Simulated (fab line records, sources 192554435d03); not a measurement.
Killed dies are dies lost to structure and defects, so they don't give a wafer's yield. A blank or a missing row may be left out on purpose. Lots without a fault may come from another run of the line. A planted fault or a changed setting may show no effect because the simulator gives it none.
fab line records | flow n5_finfet | part 1 of 2: steps 1 to 27 of 36
record lots=5 wafers=15 last_day=16
route steps=1938 shown BEOL_M11@1581 BEOL_M12@1602
lots that met no fault: from a run of the same line without faults
start_h: hours from the record's first day to the start of the lot's first wafer shown | wait_h: hours since the lot's step before | " the same as in the row above | L1.1+2: a row that stands for several wafers | - no value, or no start given | * or withheld: withheld | < > ~ a bound
route shown NAME@n: a module of which the file shows steps, and the number in the route of the first | usual: mean/standard deviation of fault-free wafers | same: alike in all rows | chamber/n: place in a boat | sites: the reading at each site | _std_site: their standard deviation | _edge_site: outer sites' mean less inner sites' | radius_mm: how far each site lies from the wafer's centre | mask NAME#n: copy n | behind: the tool/chamber that last shaped the wafer | hold: why the lot was held/for how many hours/how that ended | device: the transistor (n, p or np) that didn't switch | end of line: the same wafers' tests at the end of the route | a step without rows: its recipe alone | killed: dies lost to structure and defects at the first sort, not the wafer's yield | map: a wafer's dies, x killed, . not, _ none there
set.NAME: the setting as run; set.NAME@STEP: as run at that earlier step | model.NAME: the simulator's own value behind a step, which no gauge read
lots at some steps of the route; a table a step, a row a wafer
services: from which hour (start_h, from the record's first day; less than 0 if before it) a tool's chamber was out of use, for how many hours, and why
## steps
# step N5_BEOL_M11_OCD_MEAS_38
# usual trench_depth_nm=148/3.2
# columns lot.wafer tool chamber start_h wait_h trench_depth_nm
L074.2 ocd-02 - 232.47 - 153
L074.5 " - " " 153
L074.6 " - " " 148
L076.3 ocd-02 - 246.11 - 150
L076.5 " - " " 153
L076.6 " - " " 153
L079.2 ocd-02 - 255.45 - 145
L079.5 " - " " 144
L079.6 " - " " 144
L081.2 ocd-02 - 274.67 - 148
L081.5 " - " " 153
L081.6 " - " " 146
L092.1 ocd-01 - 345.54 - 144
L092.3 " - " " 144
L092.6 " - " " 146
# step N5_BEOL_M11_HM_STRIP_39
# recipe chemistry=peroxide_tin_strip material=TiN target_depth_a=250 temp_c=50 time_s=158
# usual bath_guard_temp_C=49.9/0.54
# columns lot.wafer tool chamber start_h wait_h bath_guard_temp_C
L074.2 wet_bench-02 2 232.51 0.0 50.3
L074.5 " 5 " " 50.4
L074.6 " 0 " " 49.2
L076.3 wet_bench-02 4 246.14 0.0 50.1
L076.5 " 7 " " 49.6
L076.6 " 0 " " 49.0
L079.2 wet_bench-01 2 255.48 0.0 50.2
L079.5 " 1 " " 51.3
L079.6 " 3 " " 50.1
L081.2 wet_bench-01 0 274.70 0.0 50.0
L081.5 " 6 " " 48.6
L081.6 " 7 " " 49.2
L092.1 wet_bench-04 0 345.58 0.0 50.6
L092.3 " 5 " " 49.6
L092.6 " 1 " " 50.1
# step N5_BEOL_M11_SRD_40
# recipe time_s=30 temp_c=23 rinse_liquid=diw dry=ipa_marangoni
# usual do_supply_ppb=9.99/0.098
# columns lot.wafer tool chamber start_h wait_h do_supply_ppb
L074.2 wet_bench-02 2 232.55 0.0 10.00
L074.5 " 5 " " 10.09
L074.6 " 0 " " 9.96
L076.3 wet_bench-02 4 246.19 0.0 10.03
L076.5 " 7 " " 10.03
L076.6 " 0 " " 9.78
L079.2 wet_bench-01 2 255.53 0.0 9.92
L079.5 " 1 " " 10.03
L079.6 " 3 " " 9.99
L081.2 wet_bench-01 0 274.75 0.0 9.95
L081.5 " 6 " " 9.82
L081.6 " 7 " " 9.95
L092.1 wet_bench-04 0 345.62 0.0 9.93
L092.3 " 5 " " 9.94
L092.6 " 1 " " 9.62
# step N5_BEOL_M11_PRECLEAN_42
# recipe chemistry=residue_remover time_s=60 temp_c=40
# usual bath_guard_temp_C=39.9/0.56
# columns lot.wafer tool chamber start_h wait_h bath_guard_temp_C
L074.2 wet_bench-02 2 232.57 0.0 40.4
L074.5 " 5 " " 39.6
L074.6 " 0 " " 38.8
L076.3 wet_bench-02 4 246.20 0.0 39.8
L076.5 " 7 " " 39.3
L076.6 " 0 " " 38.6
L079.2 wet_bench-01 2 255.54 0.0 40.2
L079.5 " 1 " " 41.3
L079.6 " 3 " " 39.9
L081.2 wet_bench-01 0 274.76 0.0 39.7
L081.5 " 6 " " 38.7
L081.6 " 7 " " 39.5
L092.1 wet_bench-04 0 345.64 0.0 40.3
L092.3 " 5 " " 40.0
L092.6 " 1 " " 40.3
# step N5_BEOL_M11_SRD_43
# recipe time_s=30 temp_c=23 rinse_liquid=diw dry=ipa_marangoni
# usual do_supply_ppb=10.00/0.096
# columns lot.wafer tool chamber start_h wait_h do_supply_ppb
L074.2 wet_bench-02 2 232.59 0.0 9.95
L074.5 " 5 " " 10.00
L074.6 " 0 " " 10.16
L076.3 wet_bench-02 4 246.22 0.0 9.84
L076.5 " 7 " " 9.99
L076.6 " 0 " " 10.07
L079.2 wet_bench-01 2 255.56 0.0 9.80
L079.5 " 1 " " 9.85
L079.6 " 3 " " 10.08
L081.2 wet_bench-01 0 274.78 0.0 9.94
L081.5 " 6 " " 9.99
L081.6 " 7 " " 9.83
L092.1 wet_bench-04 0 345.66 0.0 10.01
L092.3 " 5 " " 10.02
L092.6 " 1 " " 10.10
# step N5_BEOL_M11_CD_MEAS_35
# recipe target_cd_nm=70 polarity=opening
# usual cd_nm=69.9/0.69
# columns lot.wafer tool chamber start_h wait_h cd_nm
L074.2 cd_sem-03 - 232.63 0.0 70.1
L074.5 " - " " 69.3
L074.6 " - " " 70.1
L076.3 cd_sem-01 - 246.26 0.0 69.6
L076.5 " - " " 68.7
L076.6 " - " " 70.4
L079.2 cd_sem-01 - 255.60 0.0 70.0
L079.5 " - " " 70.0
L079.6 " - " " 70.3
L081.2 cd_sem-03 - 274.82 0.0 70.7
L081.5 " - " " 70.6
L081.6 " - " " 69.7
L092.1 cd_sem-02 - 345.70 0.0 70.6
L092.3 " - " " 69.5
L092.6 " - " " 69.2
# step N5_BEOL_M11_CURE_72
# recipe temp_c=370 time_s=120 ambient=DMADMS/He material=SiCOH_lowk
# usual lamp_power_pct=52.32/0.058 wafer_temp_C_max=371.5/0.48
# columns lot.wafer tool chamber start_h wait_h lamp_power_pct wafer_temp_C_max
L074.2 uv_cure-02 0 232.85 0.2 52.15 371.8
L074.5 " 0 " " 52.31 371.2
L074.6 " 0 " " 52.27 371.2
L076.3 uv_cure-03 0 246.40 0.1 52.30 371.5
L076.5 " 0 " " 52.39 371.1
L076.6 " 0 " " 52.37 370.7
L079.2 uv_cure-01 2 255.69 0.1 52.31 371.8
L079.5 " 2 " " 52.37 372.4
L079.6 " 2 " " 52.27 372.4
L081.2 uv_cure-01 2 274.96 0.1 52.25 371.9
L081.5 " 2 " " 52.36 372.1
L081.6 " 2 " " 52.30 371.6
L092.1 uv_cure-03 0 345.74 0.0 52.38 370.8
L092.3 " 0 " " 52.34 370.5
L092.6 " 0 " " 52.22 370.9
# step N5_BEOL_M11_DEGAS_44
# recipe ambient=vacuum temp_c=250 time_s=60
# usual heater_power_w=323/39
# columns lot.wafer tool chamber start_h wait_h heater_power_w
L074.2 pvd_sputter-01 - 233.52 0.6 290
L074.5 " - " " 290
L074.6 " - " " 319
L076.3 pvd_sputter-03 - 248.34 1.9 340
L076.5 " - " " 272
L076.6 " - " " 311
L079.2 pvd_sputter-03 - 257.97 2.2 330
L079.5 " - " " 332
L079.6 " - " " 328
L081.2 pvd_sputter-02 - 276.06 1.0 305
L081.5 " - " " 314
L081.6 " - " " 414
L092.1 pvd_sputter-03 - 346.83 1.0 304
L092.3 " - " " 279
L092.6 " - " " 323
# step N5_BEOL_M11_PRE_CLEAN_45
# recipe gas=H2/He time_s=30 temp_c=250
# usual heater_power_w=323/38
# columns lot.wafer tool chamber start_h wait_h heater_power_w
L074.2 pvd_sputter-01 - 233.56 0.0 298
L074.5 " - " " 296
L074.6 " - " " 309
L076.3 pvd_sputter-03 - 248.38 0.0 332
L076.5 " - " " 285
L076.6 " - " " 308
L079.2 pvd_sputter-03 - 258.01 0.0 332
L079.5 " - " " 331
L079.6 " - " " 333
L081.2 pvd_sputter-02 - 276.10 0.0 312
L081.5 " - " " 308
L081.6 " - " " 408
L092.1 pvd_sputter-03 - 346.87 0.0 311
L092.3 " - " " 273
L092.6 " - " " 335
# step N5_BEOL_M11_ALD_74
# recipe material=TaN target_thk_a=20 temp_c=275 ald_precursor_family=PDMAT ald_co_reactant=NH3 pressure_torr=3 carrier_flow_sccm=1500 pulse_time_s=2 purge_time_s=3 co_reactant_purge_time_s=2 co_reactant_pulse_time_s=3 ald_cycles=40 precursor_vessel_temp_c=75 precursor_vessel_pressure_torr=26.25 precursor_vessel_carrier_sccm=1000
# usual heater_power_w=459/45
# same pulse_time_s=2
# columns lot.wafer tool chamber start_h wait_h heater_power_w
L074.2 ald_metal-01 1 233.64 0.1 449
L074.5 " 3 " " 440
L074.6 " 0 " " 438
L076.3 ald_metal-02 2 248.45 0.0 475
L076.5 " 2 " " 492
L076.6 " 3 " " 503
L079.2 ald_metal-03 0 258.07 0.0 417
L079.5 " 3 " " 510
L079.6 " 0 " " 409
L081.2 ald_metal-02 0 276.25 0.1 380
L081.5 " 1 " " 524
L081.6 " 0 " " 383
L092.1 ald_metal-02 1 346.93 0.0 515
L092.3 " 3 " " 491
L092.6 " 0 " " 388
# step N5_BEOL_M11_SURFACE_TREAT_76
# recipe gas=Ar time_s=* ion_energy_ev=* ion_current_ma_cm2=0.5 pressure_mtorr=* ar_flow_sccm=30
# usual throttle_valve_pct=*
# columns lot.wafer tool chamber start_h wait_h throttle_valve_pct
L074.2 pvd_sputter-03 - 233.92 0.2 *
L074.5 " - " " *
L074.6 " - " " *
L076.3 pvd_sputter-01 - 249.53 1.0 *
L076.5 " - " " *
L076.6 " - " " *
L079.2 pvd_sputter-01 - 258.41 0.2 *
L079.5 " - " " *
L079.6 " - " " *
L081.2 pvd_sputter-01 - 276.75 0.4 *
L081.5 " - " " *
L081.6 " - " " *
L092.1 pvd_sputter-01 - 347.23 0.2 *
L092.3 " - " " *
L092.6 " - " " *
# step N5_BEOL_M11_CVD_75
# recipe material=Co target_thk_a=20 temp_c=withheld precursor=CCTBA/H2 pressure_torr=30 time_s=138.9
# columns lot.wafer tool chamber start_h wait_h
L074.2+5+6 cvd_co-02 2,1,0 233.98 0.0
L076.3+5+6 cvd_co-01 0,1,2 249.59 0.0
L079.2+5+6 cvd_co-01 1,1,2 258.49 0.1
L081.2+5+6 cvd_co-01 0,0,1 276.81 0.0
L092.1+3+6 cvd_co-02 2,1,1 347.30 0.1
# step N5_BEOL_M11_SPUTTER_48
# recipe material=Cu target_thk_a=120 temp_c=-20 bias_v=60 power_w=26000 chamber_pressure_pa=0.13 time_s=2
# usual chuck_sensor_temp_C=-16.1/0.52 throttle_valve_pct=29.8/0.92
# columns lot.wafer tool chamber start_h wait_h chuck_sensor_temp_C throttle_valve_pct
L074.2 pvd_sputter-02 - 234.13 0.1 -16.8 29.3
L074.5 " - " " -17.2 29.8
L074.6 " - " " -15.8 30.5
L076.3 pvd_sputter-02 - 249.74 0.1 -15.7 30.1
L076.5 " - " " -15.9 30.6
L076.6 " - " " -17.4 29.5
L079.2 pvd_sputter-03 - 258.65 0.1 -16.2 31.2
L079.5 " - " " -15.7 30.7
L079.6 " - " " -16.2 28.5
L081.2 pvd_sputter-02 - 276.96 0.1 -16.0 30.4
L081.5 " - " " -17.2 29.3
L081.6 " - " " -16.9 28.8
L092.1 pvd_sputter-03 - 347.45 0.1 -16.1 31.2
L092.3 " - " " -15.8 30.8
L092.6 " - " " -16.1 28.3
# step N5_BEOL_M11_ECD_50
# recipe material=Cu target_thk_a=3180
# columns lot.wafer tool chamber start_h wait_h
L074.2+5+6 ecd_cu-01 1,1,0 234.25 0.1
L076.3+5+6 ecd_cu-02 1,0,1 249.89 0.1
L079.2+5+6 ecd_cu-02 0,1,0 258.76 0.1
L081.2+5+6 ecd_cu-01 1,0,1 277.07 0.1
L092.1+3+6 ecd_cu-02 0,1,1 347.57 0.1
# step N5_BEOL_M11_ANNEAL_51
# recipe temp_c=225 time_s=90 ambient=N2
# usual wafer_temp_C_max=226.0/0.37
# columns lot.wafer tool chamber start_h wait_h wafer_temp_C_max
L074.2 rtp_anneal-01 0 234.48 0.2 226.4
L074.5 " 0 " " 225.9
L074.6 " 0 " " 226.0
L076.3 rtp_anneal-02 0 250.35 0.4 225.7
L076.5 " 0 " " 225.5
L076.6 " 0 " " 225.6
L079.2 rtp_anneal-02 0 258.92 0.1 225.6
L079.5 " 0 " " 225.4
L079.6 " 0 " " 225.4
L081.2 rtp_anneal-02 0 277.23 0.1 225.8
L081.5 " 0 " " 226.0
L081.6 " 0 " " 225.9
L092.1 rtp_anneal-02 0 348.07 0.5 225.7
L092.3 " 0 " " 226.0
L092.6 " 0 " " 225.7
# step N5_BEOL_M11_CMP_52
# recipe stop_on=SiCOH_lowk t_overpolish_s=7 down_force_psi=1 platen_rpm=50 clearing_platen_down_force_psi=1.5 clearing_platen_rpm=50 post_cmp_clean=cu_alkaline target_thk_nm=140 clearing_platen_pad_velocity_m_s=0.99484 pad_velocity_m_s=0.99484
# usual barrier_field_endpoint_s=29.1/0.69 motor_current_A=6.1/0.7 overpolish_run_s=6.999/0.0099 time_to_endpoint_s=67/3.2
# columns lot.wafer tool chamber start_h wait_h barrier_field_endpoint_s motor_current_A overpolish_run_s time_to_endpoint_s
L074.2 cmp-03 3 234.86 0.3 28.8 5.6 6.990 66
L074.6 " 0 " " 29.8 5.7 6.993 70
L074.5 " 1 " " 29.1 6.5 7.016 63
L076.3 cmp-01 0 250.55 0.2 29.2 6.6 6.996 69
L076.6 " 0 " " 28.9 6.8 7.003 68
L076.5 " 1 " " 29.1 5.2 7.006 67
L079.2 cmp-04 0 259.17 0.2 29.3 6.8 7.016 68
L079.5 " 0 " " 29.4 6.9 6.999 65
L079.6 " 1 " " 30.2 5.6 6.998 70
L081.2 cmp-01 2 277.56 0.3 28.7 6.9 6.997 67
L081.6 " 0 " " 29.5 6.5 7.000 72
L081.5 " 1 " " 28.7 5.5 6.999 64
L092.1 cmp-04 0 348.37 0.3 29.0 6.9 6.998 74
L092.3 " 2 " " 28.5 6.8 6.999 70
L092.6 " 0 " " 28.6 6.6 7.000 70
# step N5_BEOL_M11_THK_MEAS_53
# recipe thk_meas_gauge=xrf reads=Cu_of_BEOL_M11_ECD_50
# usual M11_THK=145/3.3
# columns lot.wafer tool chamber start_h wait_h M11_THK[nm]
L074.2 film_metro-01 - 235.04 - 148
L074.5 " - " " 149
L074.6 " - " " 146
L076.3 film_metro-01 - 250.85 - 144
L076.5 " - " " 148
L076.6 " - " " 148
L079.2 film_metro-02 - 259.47 - 140
L079.5 " - " " 139
L079.6 " - " " 140
L081.2 film_metro-02 - 277.77 - 142
L081.5 " - " " 148
L081.6 " - " " 143
L092.1 film_metro-02 - 348.66 - 141
L092.3 " - " " 141
L092.6 " - " " 143
# step N5_BEOL_M11_PRE_CLEAN_55
# recipe gas=NH3 time_s=15 temp_c=withheld rf_power_w=300
# usual rf_fwd_power_W=296.0/1.9
# columns lot.wafer tool chamber start_h wait_h rf_fwd_power_W
L074.2 pecvd-02 1 235.08 0.0 298.0
L074.5 " 0 " " 296.1
L074.6 " 1 " " 298.1
L076.3 pecvd-03 2 250.90 0.0 295.2
L076.5 " 2 " " 296.7
L076.6 " 0 " " 293.9
L079.2 pecvd-01 2 259.50 0.0 295.5
L079.5 " 1 " " 292.9
L079.6 " 0 " " 297.9
L081.2 pecvd-03 2 277.81 0.0 295.1
L081.5 " 1 " " 295.9
L081.6 " 2 " " 295.4
L092.1 pecvd-03 2 348.70 0.0 296.8
L092.3 " 0 " " 295.3
L092.6 " 0 " " 293.8
# step N5_BEOL_M11_DEP_56
# recipe material=SiCN target_thk_a=300 temp_c=withheld precursor=3MS/NH3 pressure_torr=3 rf_w=675 time_s=10.5
# usual rf_fwd_power_W=668/4.2 showerhead_plenum_p_Torr=4.159/0.018 throttle_valve_pct=17.9/1.1
# columns lot.wafer tool chamber start_h wait_h rf_fwd_power_W showerhead_plenum_p_Torr throttle_valve_pct
L074.2 pecvd-02 1 235.11 0.0 670 4.179 19.2
L074.5 " 0 " " 668 4.167 17.2
L074.6 " 1 " " 672 4.181 19.3
L076.3 pecvd-03 2 250.94 0.0 666 4.162 16.1
L076.5 " 2 " " 667 4.161 16.1
L076.6 " 0 " " 662 4.139 18.1
L079.2 pecvd-01 2 259.53 0.0 669 4.171 16.3
L079.5 " 1 " " 659 4.130 18.3
L079.6 " 0 " " 675 4.164 17.7
L081.2 pecvd-03 2 277.84 0.0 671 4.160 16.0
L081.5 " 1 " " 668 4.154 19.0
L081.6 " 2 " " 667 4.156 15.9
L092.1 pecvd-03 2 348.73 0.0 667 4.154 16.0
L092.3 " 0 " " 664 4.149 18.1
L092.6 " 0 " " 666 4.145 18.1
# step N5_BEOL_M11_RS_MEAS_57
# recipe thk_meas_gauge=four-point-probe reads=Cu_of_BEOL_M11_ECD_50+Co_of_BEOL_M11_CVD_75+TaN_of_BEOL_M11_ALD_74
# usual M11_RS=0.151/0.0038
# columns lot.wafer tool chamber start_h wait_h M11_RS[ohm/sq]
L074.2 film_metro-01 - 235.17 0.0 0.149
L074.5 " - " " 0.147
L074.6 " - " " 0.150
L076.3 film_metro-02 - 251.00 0.0 0.149
L076.5 " - " " 0.146
L076.6 " - " " 0.146
L079.2 film_metro-01 - 259.59 0.0 0.156
L079.5 " - " " 0.156
L079.6 " - " " 0.156
L081.2 film_metro-02 - 277.90 0.0 0.153
L081.5 " - " " 0.148
L081.6 " - " " 0.153
L092.1 film_metro-02 - 348.79 0.0 0.156
L092.3 " - " " 0.157
L092.6 " - " " 0.153
# step N5_BEOL_M11_INSPECT_58
# recipe inspect_instrument=darkfield mode=post_dep
# usual raw_defect_count=78/28
# columns lot.wafer tool chamber start_h wait_h raw_defect_count
L074.2 defect_inspect-02 - 235.20 0.0 121
L074.5 " - " " 123
L074.6 " - " " 61
L076.3 defect_inspect-02 - 251.03 0.0 114
L076.5 " - " " 93
L076.6 " - " " 53
L079.2 defect_inspect-02 - 259.62 0.0 105
L079.5 " - " " 102
L079.6 " - " " 105
L081.2 defect_inspect-02 - 277.93 0.0 96
L081.5 " - " " 48
L081.6 " - " " 79
L092.1 defect_inspect-01 - 348.81 0.0 31
L092.3 " - " " 75
L092.6 " - " " 67
# step N5_BEOL_M12_ILD_DEP_00
# recipe material=SiOC target_thk_a=6589.2 temp_c=350 precursor=DEMS/O2 pressure_torr=5 rf_w=500 time_s=130.7
# usual heater_power_w=529/52 rf_fwd_power_W=498.2/1.7 showerhead_plenum_p_Torr=5.692/0.011 throttle_valve_pct=11.7/0.62
# columns lot.wafer tool chamber start_h wait_h heater_power_w rf_fwd_power_W showerhead_plenum_p_Torr throttle_valve_pct
L074.2 pecvd-04 0 235.23 0.0 475 498.3 5.686 12.3
L074.5 " 0 " " 512 497.5 5.687 11.8
L074.6 " 1 " " 553 497.3 5.686 11.7
L076.3 pecvd-01 1 251.11 0.1 573 496.1 5.667 12.0
L076.5 " 1 " " 610 496.2 5.675 11.5
L076.6 " 2 " " 517 496.9 5.701 11.0
L079.2 pecvd-03 2 259.66 0.0 557 498.2 5.686 10.7
L079.5 " 0 " " 617 498.3 5.685 11.8
L079.6 " 1 " " 500 500.4 5.677 12.8
L081.2 pecvd-03 1 277.96 0.0 498 497.0 5.691 12.7
L081.5 " 0 " " 509 498.3 5.690 11.9
L081.6 " 1 " " 528 498.4 5.710 12.6
L092.1 pecvd-01 0 348.85 0.0 504 496.6 5.691 12.0
L092.3 " 2 " " 594 499.3 5.717 10.6
L092.6 " 0 " " 520 496.8 5.699 12.4
# step N5_BEOL_M12_THK_MEAS_01
# recipe reads=SiOC_of_BEOL_M12_ILD_DEP_00
# usual M12_ILD_THK=658/9.6
# columns lot.wafer tool chamber start_h wait_h M12_ILD_THK[nm]
L074.2 film_metro-02 - 235.36 0.1 657
L074.5 " - " " 660
L074.6 " - " " 661
L076.3 film_metro-02 - 251.24 0.1 668
L076.5 " - " " 654
L076.6 " - " " 670
L079.2 film_metro-02 - 259.79 0.1 647
L079.5 " - " " 665
L079.6 " - " " 675
L081.2 film_metro-02 - 278.09 0.1 666
L081.5 " - " " 676
L081.6 " - " " 678
L092.1 film_metro-02 - 348.98 0.1 654
L092.3 " - " " 657
L092.6 " - " " 670
# step N5_BEOL_M12_COAT_58
# recipe resist=BARC temp_c=205 time_s=60 spin_rpm=1500 resist_thk_nm=89
# columns lot.wafer tool chamber start_h wait_h
L074.2+5+6 litho_track-05 0 235.40 0.0
L076.3+5+6 litho_track-03 0 251.28 0.0
L079.2+5+6 litho_track-05 0 259.82 0.0
L081.2+5+6 litho_track-04 0 278.13 0.0
L092.1+3+6 litho_track-03 0 349.01 0.0
# step N5_BEOL_M12_COAT_04
# recipe spin_rpm=1625 resist_thk_nm=400
# columns lot.wafer tool chamber start_h wait_h
L074.2+5+6 litho_track-05 0 - -
L076.3+5+6 litho_track-03 0 - -
L079.2+5+6 litho_track-05 0 - -
L081.2+5+6 litho_track-04 0 - -
L092.1+3+6 litho_track-03 0 - -
# step N5_BEOL_M12_EBR_06
# recipe solvent=PGMEA ebr_width_mm=1.5
# columns lot.wafer tool chamber start_h wait_h
L074.2+5+6 litho_track-05 0 - -
L076.3+5+6 litho_track-03 0 - -
L079.2+5+6 litho_track-05 0 - -
L081.2+5+6 litho_track-04 0 - -
L092.1+3+6 litho_track-03 0 - -
# step N5_BEOL_M12_SOFTBAKE_05
# recipe temp_c=130 time_s=60
# columns lot.wafer tool chamber start_h wait_h
L074.2+5+6 litho_track-05 0 - -
L076.3+5+6 litho_track-03 0 - -
L079.2+5+6 litho_track-05 0 - -
L081.2+5+6 litho_track-04 0 - -
L092.1+3+6 litho_track-03 0 - -
